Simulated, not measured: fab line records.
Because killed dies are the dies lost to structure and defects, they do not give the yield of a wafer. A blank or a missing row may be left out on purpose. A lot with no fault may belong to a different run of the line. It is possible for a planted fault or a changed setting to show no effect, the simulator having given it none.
Chamber matching -- flow n5_finfet -- 3 sister chambers for N5_BEOL_M4_ALD_84 on ald_metal-03
The step deposits TaN, pulse time 2 s, purge time 3 s, co reactant purge time 2 s. 18 wafers are shown with their chamber, then 8 later ones without.

## WAFERS PAIRED WITH THEIR CHAMBERS
wafer,chamber,heater_power_outer_w (W),heater_power_w (W)
L074.2,2,246,452
L074.3,0,204,363
L074.6,1,274,439
L081.3,0,196,366
L081.4,1,286,457
L081.6,2,241,465
L084.3,1,281,441
L084.4,2,240,454
L084.6,1,281,440
L083.1,1,272,463
L083.3,2,245,447
L083.5,1,277,442
L087.3,0,196,358
L087.4,1,278,441
L087.5,0,201,349
L086.1,2,248,448
L086.3,1,272,441
L086.4,0,197,361

SIGNATURES (averages over the wafers above)
reading,chamber 0,chamber 1,chamber 2,scatter within a chamber
heater_power_outer_w,198.80,277.62,244.00,4.22
heater_power_w,359.40,445.50,453.20,8
Rule: distance of a wafer from a chamber = root of the sum over the readings of ((wafer's reading minus chamber's mean) / reading's scatter) squared. The wafer belongs to the nearest chamber; if the next one is less than 2 further off, it can't be placed. The scatter: take each reading less its chamber's mean, square it, sum over the shown wafers, divide by the number of wafers less the number of chambers, and take the root.

## WAFERS MISSING THEIR CHAMBER
wafer,heater_power_outer_w (W),heater_power_w (W)
L088.1,201,364
L088.3,245,453
L095.1,196,357
L095.3,271,449
L095.6,199,367
L096.1,194,355
L096.4,273,450
L096.5,277,437

## CHAMBER TAKEN BY EACH
wafer,from the rows above,in truth
L088.1,0,0
L088.3,2,2
L095.1,0,0
L095.3,1,1
L095.6,0,0
L096.1,0,0
L096.4,1,1
L096.5,1,1
Correct placement for 8 of the 8. Not placeable from these rows: 0. Placed wrongly: 0.
